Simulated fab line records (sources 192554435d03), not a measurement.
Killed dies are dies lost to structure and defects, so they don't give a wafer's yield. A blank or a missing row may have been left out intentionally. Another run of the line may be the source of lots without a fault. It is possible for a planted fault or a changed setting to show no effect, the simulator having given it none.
Chamber matching + flow n5Finfet + N5_BEOL_M14_DEP_53 on pecvd-04 has 3 sister chambers
The step deposits SiCN from 3MS/NH3, target thk 50 nm, time 17.8 s. 6 wafers are shown with their chamber, then 7 later ones without.

EACH WAFER AND ITS CHAMBER
| wafer  | chamber | throttleValvePct (%) | showerheadPlenumPTorr (Torr) |
|--------|---------|----------------------|------------------------------|
| L080.4 | 2       | 16.1                 | 4.149                        |
| L081.3 | 2       | 16.5                 | 4.153                        |
| L087.4 | 1       | 17.5                 | 4.137                        |
| L087.5 | 0       | 17.4                 | 4.134                        |
| L089.2 | 0       | 17.3                 | 4.149                        |
| L089.5 | 1       | 17.3                 | 4.111                        |

WAFERS WITH NO CHAMBER GIVEN
| wafer  | throttleValvePct (%) | showerheadPlenumPTorr (Torr) |
|--------|----------------------|------------------------------|
| L089.6 | 17.2                 | 4.155                        |
| L094.2 | 17.2                 | 4.131                        |
| L094.3 | 16.2                 | 4.172                        |
| L094.4 | 16.6                 | 4.153                        |
| L093.1 | 17.4                 | 4.133                        |
| L093.4 | 17.4                 | 4.142                        |
| L093.5 | 16.6                 | 4.159                        |

THE CHAMBER EACH PASSED THROUGH
| wafer  | from the rows above     | in truth |
|--------|-------------------------|----------|
| L089.6 | can't be placed: 0 or 1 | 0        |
| L094.2 | can't be placed: 0 or 1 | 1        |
| L094.3 | 2                       | 2        |
| L094.4 | 2                       | 2        |
| L093.1 | can't be placed: 1 or 0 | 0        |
| L093.4 | can't be placed: 0 or 1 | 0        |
| L093.5 | 2                       | 2        |
3 of 7 placed correctly. Not placeable from these rows: 4 (in 4, the candidates include the true chamber). 0 placed wrongly.
How it was worked out, from the rows above alone: a wafer's distance from a chamber is the root of the sum, over the readings, of the square of ((its reading less the chamber's mean) divided by the reading's scatter). If the next closest chamber is less than 2 further off than the closest, the wafer can't be placed; otherwise it belongs to the closest. Each chamber's mean is taken over the wafers shown for it. How the scatter is found: for the shown wafers, subtract from each reading the mean of its chamber, square and add these, divide the total by (wafers less chambers), then take the root.
